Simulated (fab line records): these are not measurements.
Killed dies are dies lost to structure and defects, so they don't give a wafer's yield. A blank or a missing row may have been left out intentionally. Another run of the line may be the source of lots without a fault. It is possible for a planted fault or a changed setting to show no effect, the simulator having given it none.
A struck lot beside a sound one -- flow nand-harc -- 15 steps out of a route of 1159
Sound: these wafers, L695.3, L695.4, L695.5. Struck: wafers L703.2, L703.4 (left out: L703.5, a lot-mate that was not struck); the cause follows at the end.
Order at every step that has rows: each side's tool, ch and its chambers, its first start. Under that, the readings that differ: sound wafers -- struck wafers -- difference of the means -- sigmas: that difference in standard deviations of wafers without a fault.
alike: words and numbers the same on both sides, and readings whose means are apart by under 2 such deviations; not compared: readings that were withheld, readings missing a value for some wafer, numbers with overlapping values and no deviation given by the record, and bounds like >300 which may hide the same value.
Wherever a step has rows on one side only, a row that says differs or no value, or a row with sigmas, the two part there. Numbers that have no deviation but don't overlap get no sigmas and don't part them. Lack of a reading on every wafer of one side parts them only where that side has two or more wafers.

first, 1 step without rows for these wafers: NHARC_A_ONON_D1_DEP_06 (target thk 1000 nm).
NHARC_A_ONON_D1_THK_MEAS_08: measures by ellipsometry.
  struck on film-metro-02, day 12 06:22; sound on film-metro-02, day 10 04:54
  alike: thk-nm
next comes 1 step that has no rows for these wafers: NHARC_A_ONON_D1_DEP_09 (target thickness 1000 nm).
NHARC_A_ONON_D1_THK_MEAS_11: measures by ellipsometry.
  struck on film-metro-02, day 12 06:56; sound on film-metro-02, day 10 05:28
  alike: thk-nm
next comes 1 step that has no rows for these wafers: NHARC_A_ONON_D1_DEP_12 (target thickness 1000 nm).
NHARC_A_ONON_D1_THK_MEAS_14: measures by ellipsometry.
  struck on film-metro-01, day 12 07:30; sound on film-metro-02, day 10 06:04
  alike: thk-nm
then, 2 steps without rows for these wafers: NHARC_A_ONON_D1_ANNEAL_15 (time 3600 s); NHARC_A_ONON_D1_DEP_16 (target thk 1000 nm).
NHARC_A_ONON_D1_THK_MEAS_18: measures by ellipsometry.
  struck on film-metro-02, day 12 15:45; sound on film-metro-02, day 10 13:07
  alike: thk-nm
next comes 1 step that has no rows for these wafers: NHARC_A_ONON_D1_DEP_19 (target thickness 1000 nm).
NHARC_A_ONON_D1_THK_MEAS_21: measures by ellipsometry.
  struck on film-metro-02, day 12 16:19; sound on film-metro-01, day 10 13:41
  alike: thk-nm
NHARC_A_ONON_D1_DEP_22: target thk 1000 nm.
  sound on pecvd-onon-01 ch 0, day 10 13:52; struck on pecvd-onon-03 ch 0, day 12 16:26
  alike: n2-flow-sccm, sih4-flow-sccm
NHARC_A_ONON_D1_THK_MEAS_24: measures by ellipsometry.
  struck on film-metro-01, day 12 16:52; sound on film-metro-01, day 10 14:16
reading,sound,struck,difference,sigmas
thk-nm (nm),994 992 995,1754 1754,+760,+81
next comes 1 step that has no rows for these wafers: NHARC_A_ONON_D1_DEP_25 (target thickness 1000 nm).
-- the record jumps here: 11 days lie between the struck wafers' starts before and after (it left off in module A_ONON_D1 and takes up again in module END, whose first step shown is number 1159 of the route) --
NHARC_END_SORT_01:
  sound on prober-01 ch 0, day 21 13:43; struck on prober-02 ch 0, day 23 23:20
reading,sound,struck,difference,sigmas
killed-at-array,25,666 671,+644,+72
killed-at-periphery,1,11 6,+8,+3
killed-dies,27,677 677,+650,+71
  alike: killed-at-other, killed-open, killed-short

== WHERE THEY PART ==
Last at NHARC_END_SORT_01 as far as this record goes, first at NHARC_A_ONON_D1_THK_MEAS_24.

WHY: what had been put in by the simulator
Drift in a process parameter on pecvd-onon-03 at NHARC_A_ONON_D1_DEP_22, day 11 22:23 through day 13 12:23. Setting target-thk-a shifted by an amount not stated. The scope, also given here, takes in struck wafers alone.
